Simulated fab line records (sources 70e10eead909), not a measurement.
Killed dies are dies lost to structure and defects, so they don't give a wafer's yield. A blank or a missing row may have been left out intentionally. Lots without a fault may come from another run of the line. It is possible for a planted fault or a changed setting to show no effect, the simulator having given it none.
Code-filled problem report in 8D (eight disciplines) form | flow nand harc | the parts of the form that need people (team, actions taken, sign-off) are left out

== 1. THE PROBLEM ==
Wafers without a fault read 0.20 %, standard deviation 0.18; sort_bin_3_pct at NHARC_END_SORT_01 reads a mean of 5.83 % on 2 wafers belonging to 2 lots. Measured from the usual mean, that is +31 standard deviations.
First observed at day 23 08:41: wafer L172.1, on prober-02. Wafers with a number at this step in the record: 6, from 2 lots. By rule, "out" or "out of limits" means more than 4 standard deviations away from the usual mean. Any other wafer with a number is counted as sound.

== 2. WHAT IT IS, WHAT IT ISN'T ==
question                    | is                                                                                                              | is not
which readings at this step | sort_bin_3_pct, defect limited yield, killed at array, killed dies, sort_bin_2_pct, sort n pass, sort yield pct | killed at other, killed open, killed short, sort rim yield pct
which lots                  | L172, L173                                                                                                      | -
which wafers of those lots  | L172.1, L173.4                                                                                                  | L172.3, L172.4, L173.1, L173.2
read on which gauges        | prober-02                                                                                                       | -
when                        | from day 23 08:41                                                                                               | up to then (0 sound wafers); but 4 sound wafers of L172, L173 came after

== 3. THE SUSPECTS, EACH WITH WHAT RULES IT OUT ==
Counting: a tool at a process step up to the reading stays a suspect if it ran every lot that is out. Sound lots after the first of them don't rule it out here, since some wafers of a struck lot are sound.
- the gauge at NHARC_END_SORT_01: kept. All the wafers that are out were read on prober-02, and no step on other tools shows them out.
- pvd sputter-03 at NHARC_A_M0_PVD_21 (deposits Cu, target thk 30 nm, time 20.49 s): kept. It ran every lot that is out, first L172 (day 19 10:42).
- rtp anneal-01 at NHARC_THIN_TSV_ANNEAL_52 (time 90 s): kept. It ran every lot that is out, first L172 (day 22 05:16).
Still standing after the count: pvd sputter-03 at NHARC_A_M0_PVD_21, rtp anneal-01 at NHARC_THIN_TSV_ANNEAL_52, prober-02 at NHARC_END_SORT_01.

== 4. THE CAUSE (what the simulator had put in) ==
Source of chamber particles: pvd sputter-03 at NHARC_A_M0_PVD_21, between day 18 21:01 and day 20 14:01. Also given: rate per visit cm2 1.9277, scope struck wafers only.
This tool is one of the 3 suspects left after counting.

== 5. THE EFFECT CHAIN, in route order ==
Rows list readings where the struck wafers' mean (over those with a number) sits beyond 3 standard deviations from the usual. Only readings whose record carries a usual standard deviation are examined. hours: median over the lots of the time between each lot's start at the first step of this table that gives one and its start at this step. sigmas: the change, counted in usual standard deviations.
hours | step              | reading              | usual  | on struck wafers | change | sigmas
0     | NHARC_END_SORT_01 | defect limited yield | 95.6 % | 79.2             | -16.4  | -10
0     | NHARC_END_SORT_01 | killed at array      | 26     | 134              | +108   | +9.8
0     | NHARC_END_SORT_01 | killed dies          | 29     | 141              | +112   | +10
0     | NHARC_END_SORT_01 | sort_bin_2_pct       | 1.3 %  | 7.4              | +6.1   | +9.7
0     | NHARC_END_SORT_01 | sort_bin_3_pct       | 0.20 % | 5.83             | +5.63  | +31
0     | NHARC_END_SORT_01 | sort_bin_4_pct       | 2.8 %  | 7.6              | +4.8   | +4.4
0     | NHARC_END_SORT_01 | sort n pass          | 648    | 536              | -112   | -10
0     | NHARC_END_SORT_01 | sort yield pct       | 95.6 % | 79.2             | -16.4  | -10

== 6. WHAT WOULD HAVE CAUGHT IT SOONER ==
In this record the first reading out of limits at a measuring or inspecting step was taken at day 23 08:41, 108 hours after the fault began at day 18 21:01.
No tool reading at NHARC_A_M0_PVD_21 that has a usual standard deviation in the record was out on any struck wafer, so an alarm limit of 4 standard deviations on those readings would not have fired.
Lots out: 2; all had begun NHARC_A_M0_PVD_21 on pvd sputter-03 by day 23 08:41. A hold on the tool at that time would have spared none of them.
